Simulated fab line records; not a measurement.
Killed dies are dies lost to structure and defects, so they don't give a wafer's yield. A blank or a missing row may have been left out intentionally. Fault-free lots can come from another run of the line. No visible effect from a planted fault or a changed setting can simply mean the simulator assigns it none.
Which tool did it? ; flow n5-finfet ; 29 wafers from 10 lots sampled at 5 of the route's 1938 steps

## WHAT THE GAUGES READ, wafer by wafer
Not one reading of a measure or inspect step in the record can be checked against a usual standard deviation.

## WHAT TOOL EACH LOT RAN ON (gives the tool, then ch and the chambers of the sampled wafers, and finally the start)
lot;N5_HKMG_FIN_ETCHBACK_68;N5_GATE_CUT_ETCH_56;N5_GATE_CUT_STRIP_59;N5_GATE_CUT_PECVD_57;N5_GATE_CUT_CMP_02
L739;rie-metal-03 ch 1, day 4 13:10;rie-metal-02 ch 1, day 4 15:06;rie-diel-04 ch 0,2,3, day 4 15:22;pecvd-03 ch 1,2, day 4 17:47;cmp-03 ch 1,2,3, day 4 17:53
L741;rie-metal-01 ch 0, day 4 23:15;rie-metal-02 ch 0,1, day 5 01:12;rie-diel-03 ch 0,2,3, day 5 01:28;pecvd-04 ch 0,1,2, day 5 05:19;cmp-04 ch 1,3, day 5 05:26
L743;rie-metal-01 ch 0, day 5 17:57;rie-metal-02 ch 1, day 5 19:52;rie-diel-04 ch 0,2,3, day 5 20:09;pecvd-03 ch 0,1, day 5 22:51;cmp-02 ch 1,2, day 5 22:58
L745;rie-metal-03 ch 0,1, day 6 00:59;rie-metal-03 ch 0,1, day 6 02:55;rie-diel-03 ch 0,1,3, day 6 03:11;pecvd-04 ch 1,2, day 6 05:36;cmp-04 ch 0,1, day 6 05:41
L746;rie-metal-01 ch 0,1, day 6 05:32;rie-metal-02 ch 0,1, day 6 07:28;rie-diel-04 ch 0,2,3, day 6 07:44;pecvd-01 ch 0,1,2, day 6 10:10;cmp-02 ch 0,3, day 6 10:14
L750;rie-metal-01 ch 0,1, day 7 12:35;rie-metal-02 ch 0,1, day 7 14:31;rie-diel-04 ch 0,2,3, day 7 14:47;pecvd-01 ch 0,2, day 7 17:11;cmp-04 ch 0,2,3, day 7 17:20
L756;rie-metal-02 ch 0,1, day 8 16:17;rie-metal-02 ch 1, day 8 18:13;rie-diel-03 ch 0, day 8 18:32;pecvd-01 ch 0,1, day 8 20:56;cmp-04 ch 0,3, day 8 21:05
L759;rie-metal-01 ch 0,1, day 9 13:40;rie-metal-03 ch 0,1, day 9 15:35;rie-diel-03 ch 1,2, day 9 15:52;pecvd-01 ch 0,1, day 9 18:16;cmp-04 ch 0,1,2, day 9 18:29
L760;rie-metal-03 ch 0,1, day 9 18:50;rie-metal-02 ch 0,1, day 9 20:46;rie-diel-04 ch 0,2, day 9 21:05;pecvd-03 ch 0,1,2, day 9 23:41;cmp-04 ch 0,1,2, day 9 23:50
L761;rie-metal-02 ch 0,1, day 10 02:40;rie-metal-03 ch 0,1, day 10 04:47;rie-diel-03 ch 0,1, day 10 05:02;pecvd-04 ch 1,2, day 10 07:53;cmp-03 ch 1,2,3, day 10 09:10
- N5_HKMG_FIN_ETCHBACK_68: etches the open film in Cl2/Ar, stops on HfO2, target depth 0.5 nm.
- N5_GATE_CUT_ETCH_56: etches TiN in Cl2/Ar, target depth 21.6 nm.
- N5_GATE_CUT_STRIP_59: strips in N2/H2, time 20 s.
- N5_GATE_CUT_PECVD_57: deposits SiNx from SiH4/NH3/N2, target thk 21 nm.
- N5_GATE_CUT_CMP_02: polishes, stops on SiO2, t overpolish 12.7 s, target thk 0 nm.

## WHAT THE TOOLS THEMSELVES READ (means of the sampled wafers that have a number; where no wafer has one, the mark that the record gives instead)
N5_HKMG_FIN_ETCHBACK_68. Usual: chamber-pressure-mTorr 9.999 mTorr, standard deviation 0.0098; drypump-motor-current-A 5.9 A, standard deviation 0.52; oes-product-au 0.77 a.u., standard deviation 0.086; throttle-valve-pct 20.84 %, standard deviation 0.2.
lot;tool;chamber-pressure-mTorr (mTorr);drypump-motor-current-A (A);oes-product-au (a.u.);throttle-valve-pct (%);flag
L739;rie-metal-03;9.998;5.2;0.66;20.74;
L741;rie-metal-01;9.997;6.2;0.77;20.81;
L743;rie-metal-01;9.995;6.2;0.76;20.82;
L745;rie-metal-03;10.010;5.1;0.67;20.73;
L746;rie-metal-01;10.010;5.8;0.85;20.99;
L750;rie-metal-01;10.003;6.0;0.80;20.90;
L756;rie-metal-02;9.997;6.3;0.74;20.77;
L759;rie-metal-01;9.993;6.0;0.78;20.92;
L760;rie-metal-03;9.999;5.0;0.68;20.71;
L761;rie-metal-02;9.997;6.4;0.72;20.88;

N5_GATE_CUT_ETCH_56. Usual: chamber-pressure-mTorr 9.999 mTorr, standard deviation 0.0098; drypump-motor-current-A 5.9 A, standard deviation 0.58; oes-product-au 0.76 a.u., standard deviation 0.086; throttle-valve-pct 20.79 %, standard deviation 0.21.
lot;tool;chamber-pressure-mTorr (mTorr);drypump-motor-current-A (A);oes-product-au (a.u.);throttle-valve-pct (%);flag
L739;rie-metal-02;9.995;6.3;0.85;20.47;
L741;rie-metal-02;10.004;6.3;0.81;20.63;
L743;rie-metal-02;9.998;6.3;0.85;20.48;
L745;rie-metal-03;9.992;5.0;0.69;20.68;
L746;rie-metal-02;10.008;6.4;0.75;20.85;
L750;rie-metal-02;9.999;6.4;0.78;20.67;
L756;rie-metal-02;9.991;6.3;0.82;20.48;
L759;rie-metal-03;10.004;5.1;0.66;20.72;
L760;rie-metal-02;10.001;6.3;0.77;20.68;
L761;rie-metal-03;10.005;5.1;0.66;20.74;

N5_GATE_CUT_STRIP_59. Usual: chamber-pressure-mTorr 99.99 mTorr, standard deviation 0.1; drypump-motor-current-A 5.6 A, standard deviation 0.54; oes-product-au 0.78 a.u., standard deviation 0.076; rf-vpp-V 45.3 V, standard deviation 0.99; showerhead-plenum-p-Torr 3.39 Torr, standard deviation 0.11; throttle-valve-pct 12.28 %, standard deviation 0.23.
lot;tool;chamber-pressure-mTorr (mTorr);drypump-motor-current-A (A);oes-product-au (a.u.);rf-vpp-V (V);showerhead-plenum-p-Torr (Torr);throttle-valve-pct (%);flag
L739;rie-diel-04;100.09;5.1;0.76;46.1;3.37;12.13;
L741;rie-diel-03;99.95;5.8;0.74;45.2;3.35;12.46;
L743;rie-diel-04;100.07;5.1;0.75;44.7;3.37;12.15;
L745;rie-diel-03;99.89;5.8;0.74;44.2;3.32;12.50;
L746;rie-diel-04;99.94;5.1;0.75;44.9;3.37;12.16;
L750;rie-diel-04;99.98;5.1;0.74;44.2;3.36;12.18;
L756;rie-diel-03;100.00;4.9;0.77;45.2;3.24;12.53;
L759;rie-diel-03;100.03;6.1;0.70;44.5;3.42;12.40;
L760;rie-diel-04;99.97;5.2;0.73;46.0;3.32;12.12;
L761;rie-diel-03;99.99;5.6;0.73;45.4;3.32;12.49;

N5_GATE_CUT_PECVD_57. Usual: heater-power-w 728 W, standard deviation 95; showerhead-plenum-p-Torr 5.13 Torr, standard deviation 0.066; throttle-valve-pct 39.7 %, standard deviation 2.4.
lot;tool;heater-power-w (W);showerhead-plenum-p-Torr (Torr);throttle-valve-pct (%);flag
L739;pecvd-03;728;5.21;37.8;
L741;pecvd-04;690;5.09;38.7;
L743;pecvd-03;747;5.19;38.9;
L745;pecvd-04;723;5.14;38.9;
L746;pecvd-01;762;5.16;41.9;
L750;pecvd-01;778;5.19;40.9;
L756;pecvd-01;768;5.17;41.8;
L759;pecvd-01;771;5.15;42.4;
L760;pecvd-03;752;5.17;38.9;
L761;pecvd-04;801;5.12;40.6;

N5_GATE_CUT_CMP_02. Usual: motor-current-A 9.6 A, standard deviation 0.98; time-to-endpoint-s 26.0 s, standard deviation 2.4.
lot;tool;motor-current-A (A);time-to-endpoint-s (s);flag
L739;cmp-03;8.7;26.2;
L741;cmp-04;9.9;28.1;
L743;cmp-02;9.5;27.4;
L745;cmp-04;9.1;22.2;
L746;cmp-02;10.7;28.0;
L750;cmp-04;10.3;24.3;
L756;cmp-04;10.8;31.3;
L759;cmp-04;9.8;29.6;
L760;cmp-04;9.7;23.5;
L761;cmp-03;8.8;28.4;

## THE ANSWER, worked out from the rows above alone
Rule: take the mean of a lot's wafers that have a number; if it is more than 3 standard deviations from the usual mean, the lot is off. Also off: a lot with no number at a reading for which 4 or more lots have one. The other lots that the step has rows for count as sound. The gauges are gone through in route order, then the tools' own readings, and for those a lot's mean is taken as printed above. At the first step where some lot is off, the reading lying furthest off is the one used; lots without a number count as furthest.
Nothing can be told from this: no lot is off at any reading shown.

## WHAT WAS PUT IN BY THE SIMULATOR
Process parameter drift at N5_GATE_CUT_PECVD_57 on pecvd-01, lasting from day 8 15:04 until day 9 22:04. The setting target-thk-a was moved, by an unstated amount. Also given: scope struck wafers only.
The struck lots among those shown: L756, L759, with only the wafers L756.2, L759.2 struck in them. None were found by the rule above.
